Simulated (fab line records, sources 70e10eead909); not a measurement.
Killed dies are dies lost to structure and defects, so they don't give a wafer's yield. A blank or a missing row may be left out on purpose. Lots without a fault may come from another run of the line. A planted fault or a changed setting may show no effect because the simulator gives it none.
Chamber matching | flow nand_harc | NHARC_P_M0_STRIP_18 on rie_diel-12: 4 sister chambers
The step strips in N2/H2. 16 wafers are shown with their chamber, then 8 later ones without.

WAFERS WITH THEIR CHAMBER
wafer  | chamber | showerhead_plenum_p_Torr (Torr) | oes_product_au (a.u.) | rf_vpp_V (V)
L240.2 | 0       | 1.90                            | 0.998                 | 88.8
L240.5 | 1       | 1.98                            | 0.991                 | 90.2
L240.6 | 0       | 1.90                            | 0.994                 | 90.6
L241.1 | 1       | 1.98                            | 0.998                 | 90.0
L241.2 | 0       | 1.90                            | 0.987                 | 90.4
L241.5 | 3       | 2.03                            | 0.985                 | 89.9
L244.1 | 2       | 2.06                            | 1.025                 | 90.9
L244.2 | 0       | 1.90                            | 1.001                 | 89.6
L244.5 | 3       | 2.03                            | 1.007                 | 91.8
L246.1 | 2       | 2.06                            | 1.008                 | 89.3
L246.2 | 1       | 1.98                            | 0.989                 | 90.9
L246.5 | 1       | 1.97                            | 0.998                 | 91.3
L253.1 | 0       | 1.89                            | 0.996                 | 89.5
L253.3 | 3       | 2.02                            | 0.995                 | 90.4
L253.5 | 3       | 2.02                            | 0.993                 | 91.7
L259.1 | 2       | 2.05                            | 1.019                 | 91.4

SIGNATURES (means of the wafers above)
reading                  | chamber 0 | chamber 1 | chamber 2 | chamber 3 | scatter within a chamber
showerhead_plenum_p_Torr | 1.8980    | 1.9775    | 2.0567    | 2.0250    | 0.00518
oes_product_au           | 0.99520   | 0.99400   | 1.01733   | 0.99500   | 0.00691
rf_vpp_V                 | 89.780    | 90.600    | 90.533    | 90.950    | 0.833
Rule: a wafer's distance from a chamber is the root of the sum, over the readings, of the square of ((its reading less the chamber's mean) divided by the reading's scatter). The wafer belongs to the nearest chamber; if the next one is less than 2 further off, it can't be placed. The scatter: the root of (the sum of the squares of (reading less its chamber's mean) over the shown wafers, divided by (wafers less chambers)).

WAFERS WITHOUT THEIR CHAMBER
wafer  | showerhead_plenum_p_Torr (Torr) | oes_product_au (a.u.) | rf_vpp_V (V)
L259.4 | 1.89                            | 0.997                 | 88.9
L259.6 | 2.05                            | 1.011                 | 91.6
L260.1 | 2.02                            | 1.009                 | 90.9
L260.3 | 1.89                            | 1.010                 | 89.2
L260.4 | 1.97                            | 0.998                 | 90.0
L263.2 | 2.02                            | 0.996                 | 90.0
L263.4 | 1.97                            | 0.991                 | 90.5
L263.5 | 2.02                            | 0.998                 | 89.7

WHICH CHAMBER EACH WENT THROUGH
wafer  | from the rows above | in truth
L259.4 | 0                   | 0
L259.6 | 2                   | 2
L260.1 | 3                   | 3
L260.3 | 0                   | 0
L260.4 | 1                   | 1
L263.2 | 3                   | 3
L263.4 | 1                   | 1
L263.5 | 3                   | 3
Placed correctly: 8 of 8. Can't be placed from these rows: 0. Placed wrongly: 0.
